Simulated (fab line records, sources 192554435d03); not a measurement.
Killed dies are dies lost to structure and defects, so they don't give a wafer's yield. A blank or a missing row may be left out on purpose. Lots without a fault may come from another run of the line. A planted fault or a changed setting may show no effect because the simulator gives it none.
Problem report in the 8D (eight disciplines) form, filled by code | flow n5_finfet | the parts of the form that need people (team, actions taken, sign-off) are left out

1. THE PROBLEM
killed_at_other at N5_PASSIVATION_PROBE_49 reads a mean of 80 on 3 wafers of 1 lot; wafers without a fault read 4 with a standard deviation of 3.1. That is +25 standard deviations from the usual mean.
First seen on wafer L835.2, day 15 04:22, on prober-01. The record holds 3 wafers of 1 lot with a number at this step. Rule for "out", or "out of limits": more than 4 standard deviations from the usual mean. The other wafers with a number count as sound.

2. WHAT IT IS AND WHAT IT IS NOT
question                    | is                     | is not
which readings at this step | killed_at_other        | killed_at_M0_to_M3, killed_at_M4_up, killed_at_contacts, killed_at_front_end, killed_open, killed_short
which lots                  | L835                   | -
which wafers of those lots  | all that have a number | -
read on which tools         | prober-01              | -
when                        | from day 15 04:22      | up to then (0 sound wafers)

3. SUSPECTS, AND WHAT RULES EACH OUT
Counting: a tool at a process step up to the reading stays a suspect if it ran every lot that is out and no sound lot after the first of them.
- pvd_sputter-02 at N5_MIM_BOT_SPUTTER_00 (material TiN, target thk 35 nm, time 89.7 s): kept. It ran the lot that is out, L835 (day 14 16:47), and no sound lot after that.
- pvd_sputter-02 at N5_MIM_TOP_SPUTTER_03 (material TiN, target thk 35 nm, time 89.7 s): kept. It ran the lot that is out, L835 (day 14 17:44), and no sound lot after that.
- rie_diel-01 at N5_PASSIVATION_DESCUM_12 (chemistry O2, time 7.9 s): kept. It ran the lot that is out, L835 (day 14 21:05), and no sound lot after that.
- pecvd-03 at N5_PASSIVATION_PECVD_35 (deposits SiNx from SiH4/NH3/N2, target thk 700 nm, time 151.3 s): kept. It ran the lot that is out, L835 (day 15 00:38), and no sound lot after that.
- prober-01 at N5_PASSIVATION_PROBE_49: kept. It ran the lot that is out, L835 (day 15 04:22), and no sound lot after that. Its own readings are out on those wafers: killed_at_other.
Left after counting: pvd_sputter-02 at N5_MIM_BOT_SPUTTER_00, pvd_sputter-02 at N5_MIM_TOP_SPUTTER_03, rie_diel-01 at N5_PASSIVATION_DESCUM_12, pecvd-03 at N5_PASSIVATION_PECVD_35, prober-01 at N5_PASSIVATION_PROBE_49.

4. THE CAUSE (what the simulator had put in)
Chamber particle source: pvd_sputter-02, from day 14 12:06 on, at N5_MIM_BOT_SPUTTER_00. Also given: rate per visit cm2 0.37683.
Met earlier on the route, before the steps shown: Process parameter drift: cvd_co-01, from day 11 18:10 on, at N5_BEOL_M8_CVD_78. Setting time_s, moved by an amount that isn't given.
Counting left 5 suspects, and this tool is among them.

5. THE CHAIN OF EFFECTS, in route order
Each row: a reading whose mean over the struck wafers that have a number lies more than 3 standard deviations from the usual. Only readings for which the record gives a usual standard deviation are gone through. hours: the time from each lot's start at the first step in this table that gives one to its start at this step, as a median over the lots. sigmas: the change in usual standard deviations.
hours | step                    | reading              | usual  | on struck wafers | change | sigmas
0     | N5_PASSIVATION_PROBE_49 | defect_limited_yield | 91.3 % | 84.9             | -6.4   | -4.6
0     | N5_PASSIVATION_PROBE_49 | killed_at_other      | 4      | 80               | +76    | +25
0     | N5_PASSIVATION_PROBE_49 | killed_dies          | 103    | 178              | +75    | +4.4
0     | N5_PASSIVATION_PROBE_49 | sort_bin_5_function  | 5.1 %  | 8.9              | +3.8   | +4.0
0     | N5_PASSIVATION_PROBE_49 | sort_n_pass          | 1077   | 1002             | -75    | -4.4
0     | N5_PASSIVATION_PROBE_49 | sort_yield_pct       | 91.3 % | 84.9             | -6.4   | -4.3
The process steps in it:
- N5_PASSIVATION_PROBE_49

6. WHAT WOULD HAVE CAUGHT IT SOONER
In this record the first reading out of limits was taken at day 15 04:22, 16 hours after the fault began at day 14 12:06.
Of the tool readings at N5_MIM_BOT_SPUTTER_00 for which the record gives a usual standard deviation, none was out on any struck wafer, so an alarm limit of 4 standard deviations on them would not have fired.
All the lots that are out (1) had begun N5_MIM_BOT_SPUTTER_00 on pvd_sputter-02 by day 15 04:22. A hold on the tool at that time would have spared none of them.
